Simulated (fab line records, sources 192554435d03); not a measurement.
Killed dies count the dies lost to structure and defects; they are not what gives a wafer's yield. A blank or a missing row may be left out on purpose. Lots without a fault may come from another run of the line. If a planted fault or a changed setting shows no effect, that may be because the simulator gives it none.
Chamber matching	flow n5_finfet	N5_BEOL_M10_CMP_52 on cmp-03: 4 sister chambers
The step polishes, stops on SiCOH lowk, t overpolish 7 s, target thk 140 nm. 22 wafers are shown with their chamber, then 11 later ones without.

== EACH WAFER AND ITS CHAMBER ==
wafer	chamber	motor_current_A (A)	time_to_endpoint_s (s)	barrier_field_endpoint_s (s)
L076.3	0	7.1	65	28.1
L076.4	1	5.6	65	28.4
L076.6	0	7.4	63	28.0
L079.1	1	6.0	67	29.7
L079.2	0	7.5	62	29.3
L079.3	2	6.1	64	29.4
L079.4	3	5.6	70	30.8
L079.5	1	5.8	66	30.9
L079.6	2	6.3	66	30.5
L081.1	0	7.2	63	28.2
L081.4	1	6.1	64	29.0
L081.5	2	6.5	66	28.0
L082.2	0	7.3	64	28.3
L082.4	2	6.0	69	29.6
L082.5	0	6.9	60	28.7
L083.1	0	7.3	61	28.3
L083.3	1	6.3	64	29.5
L083.4	3	5.2	71	30.9
L086.2	3	5.4	72	30.3
L086.4	1	5.6	64	29.9
L086.5	2	6.2	61	28.5
L091.2	2	6.3	64	28.5

SIGNATURES (averages over the wafers above)
reading	chamber 0	chamber 1	chamber 2	chamber 3	scatter within a chamber
motor_current_A	7.243	5.900	6.233	5.400	0.22
time_to_endpoint_s	62.57	65.00	65.00	71.00	1.88
barrier_field_endpoint_s	28.414	29.567	29.083	30.667	0.716
Rule: for each reading, subtract the chamber's mean from the wafer's reading, divide by that reading's scatter and square the result; add these up over the readings and take the root, which gives the wafer's distance from the chamber. If the next closest chamber is less than 2 further off than the closest, the wafer can't be placed; otherwise it belongs to the closest. The scatter: the root of (the sum of the squares of (reading less its chamber's mean) over the shown wafers, divided by (wafers less chambers)).

== WAFERS MISSING THEIR CHAMBER ==
wafer	motor_current_A (A)	time_to_endpoint_s (s)	barrier_field_endpoint_s (s)
L091.5	5.3	72	30.5
L091.6	7.4	63	29.0
L090.2	7.5	60	28.4
L090.3	6.2	64	29.2
L090.5	5.9	66	30.2
L094.2	7.3	63	27.7
L094.3	5.2	72	30.5
L094.5	7.8	62	28.0
L093.2	7.4	64	27.9
L093.3	5.4	68	29.3
L093.6	6.3	66	29.0

== THE CHAMBER EACH PASSED THROUGH ==
wafer	from the rows above	in truth
L091.5	3	3
L091.6	0	0
L090.2	0	0
L090.3	can't be placed: 2 or 1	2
L090.5	can't be placed: 1 or 2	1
L094.2	0	0
L094.3	3	3
L094.5	0	0
L093.2	0	0
L093.3	can't be placed: 3 or 1 or 2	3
L093.6	can't be placed: 2 or 1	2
Correctly placed: 7 of 11. Cannot be placed on the basis of these rows: 4; the candidates contain the true chamber in 4. Placed wrongly: 0.
